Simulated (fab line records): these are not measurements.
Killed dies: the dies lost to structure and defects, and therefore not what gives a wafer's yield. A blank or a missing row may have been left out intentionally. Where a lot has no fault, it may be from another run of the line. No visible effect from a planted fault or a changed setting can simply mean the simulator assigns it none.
Comparing a struck lot with a sound one    flow n5-finfet    14 out of 1938 route steps
Sound: these wafers, L771.1, L771.2, L771.5. Struck: wafer L758.5; the same lot's L758.4 was not struck, so it is left out; see the end for the cause.
At each step with rows: each side's tool, then ch and its chambers, then its first start. Under that, the readings that differ: sound wafers    struck wafers    difference of the means    sigmas: that difference in standard deviations of wafers without a fault.
alike: a reading whose means differ by less than 2 such deviations, as well as words and numbers matching on both sides. not compared: withheld readings; readings where some wafer has no value; bounds like >300 that might hide an equal value; numbers whose values overlap and for which the record gives no deviation.
The two part at a step that has a row with sigmas, a row that says differs or no value, or rows on one side only. Non-overlapping numbers with no deviation appear without sigmas and do not part them. A reading missing from all wafers of one side parts the sides only when that side holds two or more wafers.

N5_BEOL_M5_SPUTTER_83: material Cu, target thk 15 nm, time 27.62 s.
  sound: pvd-sputter-01 at day 14 09:21; struck: pvd-sputter-02 at day 10 07:48
  alike: throttle-valve-pct
then, 1 step without rows for these wafers: N5_BEOL_M5_ANNEAL_84 (time 1800 s).
N5_BEOL_M5_SPUTTER_88: material Cu, target thk 15 nm, time 27.62 s.
  sound: pvd-sputter-01 at day 14 10:26; struck: pvd-sputter-02 at day 10 08:53
  alike: throttle-valve-pct
then, 3 steps without rows for these wafers: N5_BEOL_M5_ANNEAL_89 (time 1800 s); N5_BEOL_M5_SPUTTER_90 (material Cu, target thk 4.5 nm, time 8.29 s); N5_BEOL_M5_ECD_50 (material Cu, target thk 300 nm).
N5_BEOL_M5_ANNEAL_51: time 90 s.
  sound on rtp-anneal-02 ch 0, day 14 12:26; struck on rtp-anneal-02 ch 0, day 10 10:22
  alike: anneal-temp-c, wafer_temp_C_max
N5_BEOL_M5_CMP_52: polishes, stops on SiCOH lowk, t overpolish 6.9 s, target thk 62 nm.
  sound on cmp-02 ch 0,2, day 14 12:46; struck on cmp-02 ch 3, day 10 10:34
reading                       sound           struck  difference  sigmas
barrier-field-endpoint-s (s)  23.9 23.5 23.9  25.0    +1.2        +2
  alike: motor-current-A, overpolish-run-s, slurry-filter-dp-kPa, time-to-endpoint-s
N5_BEOL_M5_THK_MEAS_53: measures by xrf.
  sound: film-metro-01 at day 14 13:01; struck: film-metro-02 at day 10 10:49
  alike: M5_THK
N5_BEOL_M5_PRE_CLEAN_77: time 15 s.
  sound on cvd-co-02 ch 1,2, day 14 13:04; struck on cvd-co-01 ch 2, day 10 10:52
  alike: heater-power-w
then, 2 steps without rows for these wafers: N5_BEOL_M5_CO_CAP_78 (material Co, precursor CCTBA/H2, target thk 2 nm, time 102.1 s); N5_BEOL_M5_PRE_CLEAN_55 (time 15 s).
N5_BEOL_M5_DEP_56: deposits SiCN from 3MS/NH3, target thk 8 nm, time 14 s.
  sound on pecvd-01 ch 1,2, day 14 13:14; struck on pecvd-01 ch 2, day 10 11:02
reading                                   sound      struck  difference  sigmas
model.SiCN_of_BEOL_M5_DEP_56.thk-nm (nm)  8 8.2 8.4  7.4     -0.8        
  alike: showerhead-plenum-p-Torr, throttle-valve-pct
N5_BEOL_M5_RS_MEAS_57: the measuring method here is four-point-probe.
  sound: film-metro-01 at day 14 13:19; struck: film-metro-02 at day 10 11:05
  alike: M5_RS

WHERE THEY PART
Only at N5_BEOL_M5_CMP_52, as far as this record shows. Later steps at which nothing parts them and some readings are alike: N5_BEOL_M5_THK_MEAS_53, N5_BEOL_M5_PRE_CLEAN_77, N5_BEOL_M5_DEP_56, N5_BEOL_M5_RS_MEAS_57.

WHY: whatever the simulator had introduced
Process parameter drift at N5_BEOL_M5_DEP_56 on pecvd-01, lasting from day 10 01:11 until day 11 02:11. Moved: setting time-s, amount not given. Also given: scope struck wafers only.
